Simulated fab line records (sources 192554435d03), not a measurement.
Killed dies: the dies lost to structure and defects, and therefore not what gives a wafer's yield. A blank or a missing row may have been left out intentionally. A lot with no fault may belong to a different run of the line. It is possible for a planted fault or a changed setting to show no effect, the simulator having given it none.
Matching of chambers :: flow n5-finfet :: N5_MOL_CONTACT_COAG_ALD_133 on ald-sin-01 has 4 sister chambers
The step deposits SiO2, target thk 5 nm, pulse time 1 s, co reactant pulse time 1 s. 16 wafers are shown with their chamber, then 8 later ones without.

## WAFERS PAIRED WITH THEIR CHAMBERS
wafer: L076.3
chamber: 1
heater-power-w (W): 70
precursor-pulse-height-rel: 1.039

wafer: L076.4
chamber: 2
heater-power-w (W): 89
precursor-pulse-height-rel: 1.007

wafer: L076.5
chamber: 2
heater-power-w (W): 93
precursor-pulse-height-rel: 1.014

wafer: L082.1
chamber: 2
heater-power-w (W): 91
precursor-pulse-height-rel: 1.001

wafer: L082.2
chamber: 3
heater-power-w (W): 75
precursor-pulse-height-rel: 1.038

wafer: L082.3
chamber: 1
heater-power-w (W): 74
precursor-pulse-height-rel: 1.059

wafer: L085.3
chamber: 2
heater-power-w (W): 90
precursor-pulse-height-rel: 0.988

wafer: L085.4
chamber: 3
heater-power-w (W): 76
precursor-pulse-height-rel: 0.982

wafer: L085.6
chamber: 0
heater-power-w (W): 82
precursor-pulse-height-rel: 1.012

wafer: L088.3
chamber: 3
heater-power-w (W): 75
precursor-pulse-height-rel: 0.989

wafer: L088.4
chamber: 0
heater-power-w (W): 85
precursor-pulse-height-rel: 0.986

wafer: L088.6
chamber: 0
heater-power-w (W): 83
precursor-pulse-height-rel: 1.015

wafer: L090.2
chamber: 2
heater-power-w (W): 93
precursor-pulse-height-rel: 0.991

wafer: L090.4
chamber: 1
heater-power-w (W): 72
precursor-pulse-height-rel: 0.985

wafer: L090.6
chamber: 2
heater-power-w (W): 89
precursor-pulse-height-rel: 1.017

wafer: L091.1
chamber: 3
heater-power-w (W): 77
precursor-pulse-height-rel: 0.979

SIGNATURES, as means of the wafers listed above
reading: heater-power-w
chamber 0: 83.33
chamber 1: 72.00
chamber 2: 90.83
chamber 3: 75.75
scatter within a chamber: 1.64

reading: precursor-pulse-height-rel
chamber 0: 1.00433
chamber 1: 1.02767
chamber 2: 1.00300
chamber 3: 0.99700
scatter within a chamber: 0.0232
Rule: for each reading, subtract the chamber's mean from the wafer's reading, divide by that reading's scatter and square the result; add these up over the readings and take the root, which gives the wafer's distance from the chamber. The wafer belongs to the nearest chamber; if the next one is less than 2 further off, it can't be placed. The scatter: the root of (the sum of the squares of (reading less its chamber's mean) over the shown wafers, divided by (wafers less chambers)).

## WAFERS WITH NO CHAMBER GIVEN
wafer: L091.3
heater-power-w (W): 73
precursor-pulse-height-rel: 0.941

wafer: L091.6
heater-power-w (W): 72
precursor-pulse-height-rel: 1.011

wafer: L094.1
heater-power-w (W): 75
precursor-pulse-height-rel: 0.984

wafer: L094.2
heater-power-w (W): 84
precursor-pulse-height-rel: 0.998

wafer: L094.6
heater-power-w (W): 72
precursor-pulse-height-rel: 0.974

wafer: L096.1
heater-power-w (W): 93
precursor-pulse-height-rel: 1.012

wafer: L096.2
heater-power-w (W): 74
precursor-pulse-height-rel: 0.977

wafer: L096.3
heater-power-w (W): 85
precursor-pulse-height-rel: 0.994

## THE CHAMBER EACH PASSED THROUGH
wafer: L091.3
from the rows above: can't be placed: 3 or 1
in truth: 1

wafer: L091.6
from the rows above: can't be placed: 1 or 3
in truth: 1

wafer: L094.1
from the rows above: can't be placed: 3 or 1
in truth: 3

wafer: L094.2
from the rows above: 0
in truth: 0

wafer: L094.6
from the rows above: can't be placed: 1 or 3
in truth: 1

wafer: L096.1
from the rows above: 2
in truth: 2

wafer: L096.2
from the rows above: can't be placed: 3 or 1
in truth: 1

wafer: L096.3
from the rows above: 0
in truth: 0
Correctly placed: 3 of 8. Cannot be placed on the basis of these rows: 5; the candidates contain the true chamber in 5. Placed wrongly: 0.
